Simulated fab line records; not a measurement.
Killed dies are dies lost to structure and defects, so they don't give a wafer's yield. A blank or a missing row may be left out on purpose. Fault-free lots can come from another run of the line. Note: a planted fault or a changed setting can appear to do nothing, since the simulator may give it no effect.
Split-lot study / flow n5Finfet / 39 wafers read from 7 lots, route of 1938 steps

## THE SPLIT
At N5_BEOL_M11_ILD_DEP_00 (deposits SiCOH lowk from DEMS/porogen, target thk 308.51 nm, time 58 s), the setting timeS was moved away from the recipe's 58 s on 15 of the 39 wafers read, by -34.7% to +48.5%. All remaining wafers had this setting at the recipe value.

## FROM THE SPLIT ON TO THE READING: in between, the file shows 1 step
- N5_BEOL_M11_CURE_71: cures SiCOH lowk, time 240 s

## THE READING
Values of M11_ILD_THK in nm from N5_BEOL_M11_THK_MEAS_01. Typical for fault-free wafers on this fab line: 268 nm, with standard deviation 3.9 nm.

wafer=L077.1; tool, chamber at the split=pecvd-01, 1; timeS as run, s=58; against the recipe=recipe; M11_ILD_THK, nm=265; against lot-mates on the recipe=-
wafer=L077.2; tool, chamber at the split=pecvd-01, 2; timeS as run, s=58; against the recipe=recipe; M11_ILD_THK, nm=272; against lot-mates on the recipe=-
wafer=L077.3; tool, chamber at the split=pecvd-01, 0; timeS as run, s=58; against the recipe=recipe; M11_ILD_THK, nm=269; against lot-mates on the recipe=-
wafer=L077.4; tool, chamber at the split=pecvd-01, 2; timeS as run, s=75.58; against the recipe=+30.3%; M11_ILD_THK, nm=355; against lot-mates on the recipe=+86
wafer=L077.5; tool, chamber at the split=pecvd-01, 1; timeS as run, s=75.58; against the recipe=+30.3%; M11_ILD_THK, nm=353; against lot-mates on the recipe=+84
wafer=L077.6; tool, chamber at the split=pecvd-01, 0; timeS as run, s=75.58; against the recipe=+30.3%; M11_ILD_THK, nm=353; against lot-mates on the recipe=+84
wafer=L080.1; tool, chamber at the split=pecvd-04, 2; timeS as run, s=37.88; against the recipe=-34.7%; M11_ILD_THK, nm=171; against lot-mates on the recipe=-97
wafer=L080.2; tool, chamber at the split=pecvd-04, 0; timeS as run, s=58; against the recipe=recipe; M11_ILD_THK, nm=265; against lot-mates on the recipe=-
wafer=L080.3; tool, chamber at the split=pecvd-04, 1; timeS as run, s=37.88; against the recipe=-34.7%; M11_ILD_THK, nm=179; against lot-mates on the recipe=-89
wafer=L080.4; tool, chamber at the split=pecvd-04, 0; timeS as run, s=37.88; against the recipe=-34.7%; M11_ILD_THK, nm=174; against lot-mates on the recipe=-94
wafer=L080.5; tool, chamber at the split=pecvd-04, 1; timeS as run, s=58; against the recipe=recipe; M11_ILD_THK, nm=271; against lot-mates on the recipe=-
wafer=L080.6; tool, chamber at the split=pecvd-04, 2; timeS as run, s=58; against the recipe=recipe; M11_ILD_THK, nm=267; against lot-mates on the recipe=-
wafer=L086.1; tool, chamber at the split=pecvd-04, 0; timeS as run, s=58; against the recipe=recipe; M11_ILD_THK, nm=266; against lot-mates on the recipe=-
wafer=L086.2; tool, chamber at the split=pecvd-04, 2; timeS as run, s=58; against the recipe=recipe; M11_ILD_THK, nm=267; against lot-mates on the recipe=-
wafer=L086.3; tool, chamber at the split=pecvd-04, 1; timeS as run, s=58; against the recipe=recipe; M11_ILD_THK, nm=265; against lot-mates on the recipe=-
wafer=L086.4; tool, chamber at the split=pecvd-04, 2; timeS as run, s=58; against the recipe=recipe; M11_ILD_THK, nm=274; against lot-mates on the recipe=-
wafer=L086.5; tool, chamber at the split=pecvd-04, 0; timeS as run, s=58; against the recipe=recipe; M11_ILD_THK, nm=272; against lot-mates on the recipe=-
wafer=L086.6; tool, chamber at the split=pecvd-04, 1; timeS as run, s=58; against the recipe=recipe; M11_ILD_THK, nm=271; against lot-mates on the recipe=-
wafer=L087.1; tool, chamber at the split=pecvd-04, 1; timeS as run, s=58; against the recipe=recipe; M11_ILD_THK, nm=264; against lot-mates on the recipe=-
wafer=L087.3; tool, chamber at the split=pecvd-04, 0; timeS as run, s=58; against the recipe=recipe; M11_ILD_THK, nm=263; against lot-mates on the recipe=-
wafer=L087.4; tool, chamber at the split=pecvd-04, 2; timeS as run, s=58; against the recipe=recipe; M11_ILD_THK, nm=269; against lot-mates on the recipe=-
wafer=L089.1; tool, chamber at the split=pecvd-04, 0; timeS as run, s=74.1; against the recipe=+27.8%; M11_ILD_THK, nm=338; against lot-mates on the recipe=+70
wafer=L089.2; tool, chamber at the split=pecvd-04, 2; timeS as run, s=58; against the recipe=recipe; M11_ILD_THK, nm=265; against lot-mates on the recipe=-
wafer=L089.3; tool, chamber at the split=pecvd-04, 1; timeS as run, s=74.1; against the recipe=+27.8%; M11_ILD_THK, nm=339; against lot-mates on the recipe=+71
wafer=L089.4; tool, chamber at the split=pecvd-04, 0; timeS as run, s=58; against the recipe=recipe; M11_ILD_THK, nm=268; against lot-mates on the recipe=-
wafer=L089.5; tool, chamber at the split=pecvd-04, 1; timeS as run, s=58; against the recipe=recipe; M11_ILD_THK, nm=270; against lot-mates on the recipe=-
wafer=L089.6; tool, chamber at the split=pecvd-04, 2; timeS as run, s=74.1; against the recipe=+27.8%; M11_ILD_THK, nm=347; against lot-mates on the recipe=+79
wafer=L097.1; tool, chamber at the split=pecvd-01, 0; timeS as run, s=58; against the recipe=recipe; M11_ILD_THK, nm=264; against lot-mates on the recipe=-
wafer=L097.2; tool, chamber at the split=pecvd-01, 1; timeS as run, s=80.39; against the recipe=+38.6%; M11_ILD_THK, nm=363; against lot-mates on the recipe=+100
wafer=L097.3; tool, chamber at the split=pecvd-01, 2; timeS as run, s=58; against the recipe=recipe; M11_ILD_THK, nm=262; against lot-mates on the recipe=-
wafer=L097.4; tool, chamber at the split=pecvd-01, 2; timeS as run, s=80.39; against the recipe=+38.6%; M11_ILD_THK, nm=374; against lot-mates on the recipe=+111
wafer=L097.5; tool, chamber at the split=pecvd-01, 1; timeS as run, s=58; against the recipe=recipe; M11_ILD_THK, nm=263; against lot-mates on the recipe=-
wafer=L097.6; tool, chamber at the split=pecvd-01, 0; timeS as run, s=80.39; against the recipe=+38.6%; M11_ILD_THK, nm=371; against lot-mates on the recipe=+108
wafer=L096.1; tool, chamber at the split=pecvd-01, 1; timeS as run, s=58; against the recipe=recipe; M11_ILD_THK, nm=264; against lot-mates on the recipe=-
wafer=L096.2; tool, chamber at the split=pecvd-01, 0; timeS as run, s=58; against the recipe=recipe; M11_ILD_THK, nm=267; against lot-mates on the recipe=-
wafer=L096.3; tool, chamber at the split=pecvd-01, 2; timeS as run, s=86.11; against the recipe=+48.5%; M11_ILD_THK, nm=398; against lot-mates on the recipe=+130
wafer=L096.4; tool, chamber at the split=pecvd-01, 2; timeS as run, s=86.11; against the recipe=+48.5%; M11_ILD_THK, nm=405; against lot-mates on the recipe=+137
wafer=L096.5; tool, chamber at the split=pecvd-01, 0; timeS as run, s=58; against the recipe=recipe; M11_ILD_THK, nm=273; against lot-mates on the recipe=-
wafer=L096.6; tool, chamber at the split=pecvd-01, 1; timeS as run, s=86.11; against the recipe=+48.5%; M11_ILD_THK, nm=400; against lot-mates on the recipe=+132

FIT RESULTS
A straight line over all 39 wafers: M11_ILD_THK changes by +2.71 nm for each +1% of timeS; r = +1.00; the points scatter about the line by 3.9 nm.
The same after taking each lot's own level away (the mean of its wafers on the recipe; 39 wafers): +2.73 nm for each +1%; r = +1.00; scatter 3.3 nm.
On that fit, the largest move of timeS shifts the reading by 1.3e+02 nm.
The span of the lots' own levels, 263.0 to 269.2 nm, comes to 1.6 times the standard deviation stated above.
Consequently the slope shifts little with the lot-to-lot level, the two slopes agreeing.
Check: for one of the wafers moved furthest among these (+48.5%), held out of the fit, the line's prediction against its lot-mates is +133 nm. It came out at +130 nm against them.

## THESE WAFERS: OTHER SPLITS
Note: prior to the reading, these wafers also went through further splits. Each is held against what the fit with the lots' levels taken away leaves over:
other split on the same wafers=N5_BEOL_M6_TRENCH_ETCH_37 targetDepthA; wafers away from the commonest value=9; r with M11_ILD_THK (lot level and that fit taken away)=-0.03
other split on the same wafers=N5_BEOL_M7_DEP_56 timeS; wafers away from the commonest value=18; r with M11_ILD_THK (lot level and that fit taken away)=+0.04

## THE WHOLE CHAIN: every reading that the file lists as answering this split, in the file's order
step=N5_BEOL_M11_ILD_DEP_00; what it does=deposits SiCOH lowk from DEMS/porogen, target thk 308.51 nm, time 58 s; reading=SiCOH_lowk_of_BEOL_M11_ILD_DEP_00.thkNm (the simulator's own value, which no gauge read); change (the file's fit)=+3.08 nm for each +1% of the setting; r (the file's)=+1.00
step=N5_BEOL_M11_CURE_71; what it does=cures SiCOH lowk, time 240 s; reading=SiCOH_lowk_of_BEOL_M11_ILD_DEP_00.thkNm (the simulator's own value, which no gauge read); change (the file's fit)=+2.74 nm for each +1% of the setting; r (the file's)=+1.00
step=N5_BEOL_M11_THK_MEAS_01; what it does=; reading=M11_ILD_THK; change (the file's fit)=+2.74 for each +1% of the setting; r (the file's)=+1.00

## FILE'S OWN FIT
M11_ILD_THK changes by +2.74 nm for each +1% of timeS, r = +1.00.
